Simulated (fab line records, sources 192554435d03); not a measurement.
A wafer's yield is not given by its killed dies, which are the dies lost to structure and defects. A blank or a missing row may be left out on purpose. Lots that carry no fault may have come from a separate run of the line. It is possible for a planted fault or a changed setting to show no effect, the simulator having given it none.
Check of tool commonality + flow n5_finfet + Sample size 8 lots and 24 wafers

## WHAT PROMPTED THE OPENING
Flagged at N5_BEOL_M2_INSPECT_30: reading raw_defect_count, on 2 of 8 lots. Fault-free wafers read 447, with a standard deviation of 89.
Rule: flag the lot when none of its wafers has a number, or when each of its wafers that has one lies beyond 4 standard deviations from that mean. All remaining lots are regarded as sound.

| lot  | measured     | on                | raw_defect_count, wafer by wafer | flag    |
|------|--------------|-------------------|----------------------------------|---------|
| L521 | day 7 17:32  | defect_inspect-01 | 446 431 501                      |         |
| L526 | day 8 22:06  | defect_inspect-01 | 457 547 519                      |         |
| L528 | day 9 13:13  | defect_inspect-01 | 467 508 437                      |         |
| L534 | day 10 23:39 | defect_inspect-02 | 905 895 988                      | FLAGGED |
| L536 | day 11 06:32 | defect_inspect-02 | 944 874 841                      | FLAGGED |
| L537 | day 11 08:57 | defect_inspect-02 | 522 421 634                      |         |
| L538 | day 11 18:41 | defect_inspect-01 | 421 409 469                      |         |
| L539 | day 12 05:11 | defect_inspect-01 | 460 527 461                      |         |
On average the flagged lots' numbers are 908, which is +461 against the usual, or +5 standard deviations.

## TOOL THAT RAN EACH LOT
4 process steps preceding the reading are held in the record, out of 1938 steps in the route. Read each cell as the tool, then ch plus the chambers that the sampled wafers visited, then the start.
| lot  | flag    | N5_BEOL_M2_ETCH_63                 | N5_BEOL_M2_STRIP_66                | N5_BEOL_M2_HM_OPEN_17             | N5_BEOL_M2_STRIP_19                |
|------|---------|------------------------------------|------------------------------------|-----------------------------------|------------------------------------|
| L521 |         | rie_diel-06 ch 0,3, day 7 16:37    | rie_diel-06 ch 0,3, day 7 16:47    | rie_metal-02 ch 0,1, day 7 16:49  | rie_diel-06 ch 1,3, day 7 16:56    |
| L526 |         | rie_diel-04 ch 0,1,2, day 8 21:14  | rie_diel-04 ch 0,1,2, day 8 21:23  | rie_metal-03 ch 1, day 8 21:26    | rie_diel-04 ch 1,2,3, day 8 21:35  |
| L528 |         | rie_diel-02 ch 0,2,3, day 9 12:18  | rie_diel-02 ch 0,2,3, day 9 12:28  | rie_metal-02 ch 0,1, day 9 12:30  | rie_diel-06 ch 1,2, day 9 12:37    |
| L534 | FLAGGED | rie_diel-02 ch 0,2,3, day 10 22:43 | rie_diel-02 ch 0,2,3, day 10 22:53 | rie_metal-02 ch 0,1, day 10 22:55 | rie_diel-02 ch 0,1,2, day 10 23:02 |
| L536 | FLAGGED | rie_diel-02 ch 1,2,3, day 11 05:45 | rie_diel-02 ch 1,2,3, day 11 05:55 | rie_metal-02 ch 0,1, day 11 05:57 | rie_diel-02 ch 1,3, day 11 06:04   |
| L537 |         | rie_diel-02 ch 1,3, day 11 08:04   | rie_diel-02 ch 1,3, day 11 08:14   | rie_metal-03 ch 0, day 11 08:16   | rie_diel-06 ch 1,3, day 11 08:29   |
| L538 |         | rie_diel-02 ch 1,2,3, day 11 17:43 | rie_diel-02 ch 1,2,3, day 11 17:53 | rie_metal-03 ch 0, day 11 17:58   | rie_diel-04 ch 0,2,3, day 11 18:12 |
| L539 |         | rie_diel-06 ch 1,2,3, day 12 04:17 | rie_diel-06 ch 1,2,3, day 12 04:26 | rie_metal-03 ch 0, day 12 04:29   | rie_diel-06 ch 0,1, day 12 04:35   |
What is done by these steps:
- N5_BEOL_M2_ETCH_63: etches SiARC in CF4, target depth 15.6 nm, time 26 s.
- N5_BEOL_M2_STRIP_66: strips in CF4.
- N5_BEOL_M2_HM_OPEN_17: chemistry Cl2/BCl3, target TiN, target depth 20 nm, overetch 6 nm.
- N5_BEOL_M2_STRIP_19: strips in O2.
- N5_BEOL_M2_INSPECT_30: inspects for defects (brightfield).

## FLAGGED OVER TOTAL, TOOL BY TOOL (the gauges that took the reading come last)
| step                  | tool              | lots run | flagged | share of the flagged lots | sound lots run after its first flagged lot |
|-----------------------|-------------------|----------|---------|---------------------------|--------------------------------------------|
| N5_BEOL_M2_ETCH_63    | rie_diel-02       | 5        | 2       | all                       | 2 (L537,L538)                              |
| N5_BEOL_M2_ETCH_63    | rie_diel-04       | 1        | 0       | none                      | -                                          |
| N5_BEOL_M2_ETCH_63    | rie_diel-06       | 2        | 0       | none                      | -                                          |
| N5_BEOL_M2_STRIP_66   | rie_diel-02       | 5        | 2       | all                       | 2 (L537,L538)                              |
| N5_BEOL_M2_STRIP_66   | rie_diel-04       | 1        | 0       | none                      | -                                          |
| N5_BEOL_M2_STRIP_66   | rie_diel-06       | 2        | 0       | none                      | -                                          |
| N5_BEOL_M2_HM_OPEN_17 | rie_metal-02      | 4        | 2       | all                       | 0                                          |
| N5_BEOL_M2_HM_OPEN_17 | rie_metal-03      | 4        | 0       | none                      | -                                          |
| N5_BEOL_M2_STRIP_19   | rie_diel-02       | 2        | 2       | all                       | 0                                          |
| N5_BEOL_M2_STRIP_19   | rie_diel-04       | 2        | 0       | none                      | -                                          |
| N5_BEOL_M2_STRIP_19   | rie_diel-06       | 4        | 0       | none                      | -                                          |
| N5_BEOL_M2_INSPECT_30 | defect_inspect-01 | 5        | 0       | none                      | -                                          |
| N5_BEOL_M2_INSPECT_30 | defect_inspect-02 | 3        | 2       | all                       | 1 (L537)                                   |

## WHAT IS ALLOWED BY THE TABLE
5 rows of the table ran every flagged lot: rie_diel-02 at N5_BEOL_M2_ETCH_63, rie_diel-02 at N5_BEOL_M2_STRIP_66, rie_metal-02 at N5_BEOL_M2_HM_OPEN_17, rie_diel-02 at N5_BEOL_M2_STRIP_19, defect_inspect-02 at N5_BEOL_M2_INSPECT_30.
- rie_diel-02 at N5_BEOL_M2_ETCH_63 ran 5 lots, 2 of them flagged. After the first flagged lot (L537, L538), sound lots still ran on it; a lasting fault on the whole tool would not permit that.
- rie_diel-02 at N5_BEOL_M2_STRIP_66 ran 5 lots, 2 of them flagged. After the first flagged lot (L537, L538), sound lots still ran on it; a lasting fault on the whole tool would not permit that.
- rie_metal-02 at N5_BEOL_M2_HM_OPEN_17 ran 4 lots, 2 of them flagged. Last sound lot L528 at day 9 12:30, first flagged lot L534 at day 10 22:55; a fault beginning in between fits.
- rie_diel-02 at N5_BEOL_M2_STRIP_19 ran 2 lots, 2 of them flagged. In this sample it ran no sound lot ahead of its first flagged lot, so there is no way to narrow down the start.
- defect_inspect-02 at N5_BEOL_M2_INSPECT_30 ran 3 lots, 2 of them flagged. After the first flagged lot (L537), sound lots still ran on it; a lasting fault on the whole tool would not permit that.
A lot count leaves these 2 tools indistinguishable: every one of them fits a fault beginning at some hour. More lots, or a look at what each step does to the wafer, might.

## WHAT HAD BEEN PUT IN BY THE SIMULATOR
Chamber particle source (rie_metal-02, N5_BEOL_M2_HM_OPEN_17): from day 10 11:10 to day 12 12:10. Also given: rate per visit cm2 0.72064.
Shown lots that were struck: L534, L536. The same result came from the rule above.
